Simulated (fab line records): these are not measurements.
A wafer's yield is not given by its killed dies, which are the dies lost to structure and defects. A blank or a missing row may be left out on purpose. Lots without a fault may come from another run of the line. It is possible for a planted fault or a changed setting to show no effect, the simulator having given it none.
Comparing a struck lot with a sound one ; flow nand_harc ; 39 steps out of a route of 1302
Sound: the wafers L214.1, L214.4, L214.6. Struck: wafers L222.2, L222.4, L222.5. The cause is named last.
Each step with rows lists, per side, the tool, then ch with its chambers, then its first start. Under that, the readings that differ: sound wafers ; struck wafers ; difference of the means ; sigmas: that difference in standard deviations of wafers without a fault.
alike: readings whose means differ by less than 2 such deviations, and words and numbers that are the same on both sides. not compared: withheld readings, readings that some wafer has no value for, bounds like >300 that may hide the same value, and numbers for which the record gives no deviation and whose values overlap.
A row with sigmas, a row that says differs or no value, or rows on one side alone: a step with any of these is where the two part. Numbers that have no deviation but don't overlap get no sigmas and don't part them. A reading missing from all wafers of one side parts the sides only when that side holds two or more wafers.

first, 3 steps without rows for these wafers: NHARC_A_BONDPAD_EXPOSE_06 (exposes mask A BPAD); NHARC_A_BONDPAD_PEB_07 (peb time 80 s); NHARC_A_BONDPAD_DEVELOP_08 (time 50 s).
NHARC_A_BONDPAD_CD_MEAS_09 targets a cd of 500 nm.
  sound on cd_sem-03 ch 0, day 23 04:56; struck on cd_sem-01 ch 0, day 27 16:30
  alike: cd_nm
NHARC_A_BONDPAD_OVL_MEAS_35:
  sound: overlay-02 at day 23 05:01; struck: overlay-01 at day 27 16:35
reading;sound;struck;difference;sigmas
overlay_y_nm (nm);9 9 9;-3 -4 -3;-12;-2
  alike: overlay_x_nm
then, 3 steps without rows for these wafers: NHARC_A_BONDPAD_HARDBAKE_10 (time 65 s); NHARC_A_BONDPAD_DESCUM_11 (chemistry O2, time 3 s); NHARC_A_BONDPAD_ETCH_34 (etches the open film in N2/H2, target depth 60 nm, overetch 18 nm, time 65.91 s).
NHARC_A_BONDPAD_ETCH_12: etches the open film in CHF3/O2, target depth 220 nm, time 110 s.
  sound on rie_diel-13 ch 1,2,3; struck on rie_diel-05 ch 0,1,3
  alike: chamber_pressure_mTorr, drypump_motor_current_A, oes_product_au, rf_vpp_V, showerhead_plenum_p_Torr, throttle_valve_pct
  not compared: rf_hours_counter_h
NHARC_A_BONDPAD_CD_MEAS_13:
  sound: cd_sem-02 at day 23 05:28; struck: cd_sem-02 at day 27 17:02
  alike: cd_nm
then, 2 steps without rows for these wafers: NHARC_A_BONDPAD_STRIP_15 (strips in O2); NHARC_A_BONDPAD_ETCH_24 (etches the open film in CF4/N2, target depth 30 nm, time 72.99 s).
NHARC_A_BONDPAD_STRIP_16: strips in post etch residue remover, time 600 s.
  sound on wet_bench-10 ch 1,4,5, day 23 05:49; struck on wet_bench-08 ch 5,6,7, day 27 17:23
then, 3 steps without rows for these wafers: NHARC_A_BONDPAD_DEGAS_25 (time 60 s); NHARC_A_BONDPAD_PRE_CLEAN_26 (time 30 s); NHARC_A_BONDPAD_PVD_17 (deposits TaN, target thk 5 nm, time 8.06 s).
NHARC_A_BONDPAD_PVD_27: deposits Cu, target thk 30 nm, time 20.49 s.
  sound on pvd_sputter-01; struck on pvd_sputter-01
  alike: substrate_temp_c, throttle_valve_pct
then, 2 steps without rows for these wafers: NHARC_A_BONDPAD_ECD_18 (material Cu, target thk 400 nm); NHARC_A_BONDPAD_ANNEAL_28 (time 90 s).
NHARC_A_BONDPAD_CMP_19: polishes, t overpolish 30 s, cu recess touch 16 s, target thk 169.82 nm.
  sound on cmp-02 ch 1,2, day 23 07:10; struck on cmp-04 ch 0,2,3, day 27 18:48
  alike: motor_current_A, overpolish_run_s, slurry_flow_ml_min
NHARC_A_BONDPAD_THK_MEAS_20: measures by xrf.
  sound: film_metro-01 at day 23 07:29; struck: film_metro-01 at day 27 19:04
  alike: thk_nm
then, 1 step without rows for these wafers: NHARC_A_BONDPAD_SRD_21 (time 30 s, dry time 20 s).
NHARC_HYBRID_BOND_ACTIVATE_00: chemistry N2, time 60 s.
  sound on rie_diel-07 ch 0,2, day 23 07:46; struck on rie_diel-07 ch 1,2, day 27 19:20
  alike: drypump_motor_current_A, oes_product_au, rf_vpp_V, showerhead_plenum_p_Torr
  not compared: rf_hours_counter_h
then, 4 steps without rows for these wafers: NHARC_HYBRID_BOND_PRECLEAN_01 (cleans in DIW, time 300 s); NHARC_HYBRID_BOND_SRD_02 (time 30 s, dry time 20 s); NHARC_HYBRID_BOND_BOND_03; NHARC_HYBRID_BOND_ANNEAL_04 (time 7200 s).
NHARC_HYBRID_BOND_OVL_MEAS_05:
  sound: overlay-01 at day 23 17:12; struck: overlay-02 at day 28 04:35
  alike: overlay_x_nm, overlay_y_nm
NHARC_THIN_TSV_GRIND_00:
  sound on grinder-01 ch 0, day 23 17:25; struck on grinder-01 ch 0, day 28 04:59
  alike: head_pressure_psi, motor_current_A, slurry_flow_ml_min
then, 1 step without rows for these wafers: NHARC_THIN_TSV_CMP_01 (polishes).
NHARC_THIN_TSV_THK_MEAS_02: measures by ir.
  sound: film_metro-02 at day 23 18:54; struck: film_metro-02 at day 28 06:16
reading;sound;struck;difference;sigmas
thk_nm (nm);2957 3028 2585;3380 3119 3414;+448;+2
then, 7 steps without rows for these wafers: NHARC_THIN_TSV_SRD_03; NHARC_THIN_TSV_PRECLEAN_41 (cleans in SC1); NHARC_THIN_TSV_SRD_42; NHARC_THIN_TSV_DEP_43 (deposits SiO2, target thk 1328.5 nm); NHARC_THIN_TSV_DEHYDRATE_04 (time 120 s); NHARC_THIN_TSV_HMDS_05 (time 30 s); NHARC_THIN_TSV_COAT_06.
NHARC_END_SORT_01:
  only the struck wafers appear in the record here, on prober-02 ch 0 at day 28 23:10; the sound ones have no rows

## WHERE THEY PART
First at NHARC_A_BONDPAD_OVL_MEAS_35; last, within this record, at NHARC_END_SORT_01.

WHY: what had been put in by the simulator
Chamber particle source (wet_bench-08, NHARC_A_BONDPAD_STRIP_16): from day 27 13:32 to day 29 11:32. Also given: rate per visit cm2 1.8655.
